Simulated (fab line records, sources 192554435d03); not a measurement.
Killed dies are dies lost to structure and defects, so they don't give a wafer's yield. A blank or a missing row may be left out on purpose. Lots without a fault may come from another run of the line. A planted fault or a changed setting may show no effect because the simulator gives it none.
Split-lot experiment | flow n5_finfet | 7 lots, 21 wafers read, on a route of 1938 steps

THE SPLIT
At N5_BEOL_M13_EXPOSE_25 (exposes mask M13, target cd 210 nm), the setting dose_mj was moved away from the recipe's 22 on 4 of the 21 wafers read, by -6.5% to +6.0%. The other wafers ran this setting at the recipe's value.

FROM THE SPLIT TO THE READING: what the file shows between them, 3 steps
- N5_BEOL_M13_PEB_26: peb time 90 s
- N5_BEOL_M13_DEVELOP_27: develop time 45 s
- N5_BEOL_M13_HARDBAKE_32: time 120 s

THE READING
cd_nm, in nm, at N5_BEOL_M13_CD_MEAS_28 (target cd 209.5 nm). Fault-free wafers of this fab line usually give 209.5 nm, standard deviation 0.88 nm.

wafer  | tool, chamber at the split | dose_mj as run | against the recipe | cd_nm, nm | against lot-mates on the recipe
L074.1 | krf_scanner-01, 0          | 22             | recipe             | 210.9     | -
L074.2 | krf_scanner-01, 0          | 23.33          | +6.0%              | 216.9     | +6.1
L074.6 | krf_scanner-01, 0          | 22             | recipe             | 210.7     | -
L076.1 | krf_scanner-02, 0          | 22             | recipe             | 209.1     | -
L076.3 | krf_scanner-02, 0          | 23.28          | +5.8%              | 215.9     | +6.8
L076.6 | krf_scanner-02, 0          | 23.28          | +5.8%              | 215.0     | +5.9
L079.2 | krf_scanner-02, 0          | 22             | recipe             | 209.6     | -
L079.4 | krf_scanner-02, 0          | 22             | recipe             | 210.0     | -
L079.6 | krf_scanner-02, 0          | 22             | recipe             | 210.6     | -
L081.3 | krf_scanner-02, 0          | 22             | recipe             | 209.8     | -
L081.4 | krf_scanner-02, 0          | 22             | recipe             | 210.3     | -
L081.6 | krf_scanner-02, 0          | 22             | recipe             | 209.7     | -
L095.1 | krf_scanner-01, 0          | 22             | recipe             | 208.5     | -
L095.4 | krf_scanner-01, 0          | 20.56          | -6.5%              | 201.3     | -7.2
L095.5 | krf_scanner-01, 0          | 22             | recipe             | 208.5     | -
L097.1 | krf_scanner-02, 0          | 22             | recipe             | 208.8     | -
L097.2 | krf_scanner-02, 0          | 22             | recipe             | 210.0     | -
L097.5 | krf_scanner-02, 0          | 22             | recipe             | 209.5     | -
L094.1 | krf_scanner-02, 0          | 22             | recipe             | 208.4     | -
L094.3 | krf_scanner-02, 0          | 22             | recipe             | 207.8     | -
L094.6 | krf_scanner-02, 0          | 22             | recipe             | 209.1     | -

THE FIT
A straight line over all 21 wafers: cd_nm changes by +1.15 nm for each +1% of dose_mj; r = +0.96; the points scatter about the line by 0.88 nm.
The same after taking each lot's own level away (the mean of its wafers on the recipe; 21 wafers): +1.07 nm for each +1%; r = +0.99; scatter 0.39 nm.
On that fit, the largest move of dose_mj shifts the reading by 7 nm.
The lots' own levels span 208.43 to 210.80 nm, that is 2.7 times the standard deviation above.
So the lot-to-lot level changes the slope little: the two slopes agree.
Check: with one of the wafers moved furthest among these (-6.5%) left out of the fit, the line predicts -6.95 nm for it against its lot-mates. It came out at -7.2 nm against them.

THE WHOLE CHAIN: every reading that the file lists as answering this split, in the file's order
step                       | what it does                                                    | reading                                                         | change (the file's fit)              | r (the file's)
N5_BEOL_M13_CD_MEAS_28     | target cd 209.5 nm                                              | cd_nm                                                           | +1.06 nm for each +1% of the setting | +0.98
N5_BEOL_M13_DESCUM_33      | chemistry O2, time 7.9 s                                        | BEOL_M13.cd_nm (the simulator's own value, which no gauge read) | +1.04 nm for each +1% of the setting | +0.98
N5_BEOL_M13_TRENCH_ETCH_34 | etches SiOC in C4F8/O2/Ar, target depth 413.47 nm, time 162.6 s | BEOL_M13.cd_nm (the simulator's own value, which no gauge read) | +1.05 nm for each +1% of the setting | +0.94

THE FILE'S OWN FIT
cd_nm changes by +1.06 nm for each +1% of dose_mj, r = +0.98.
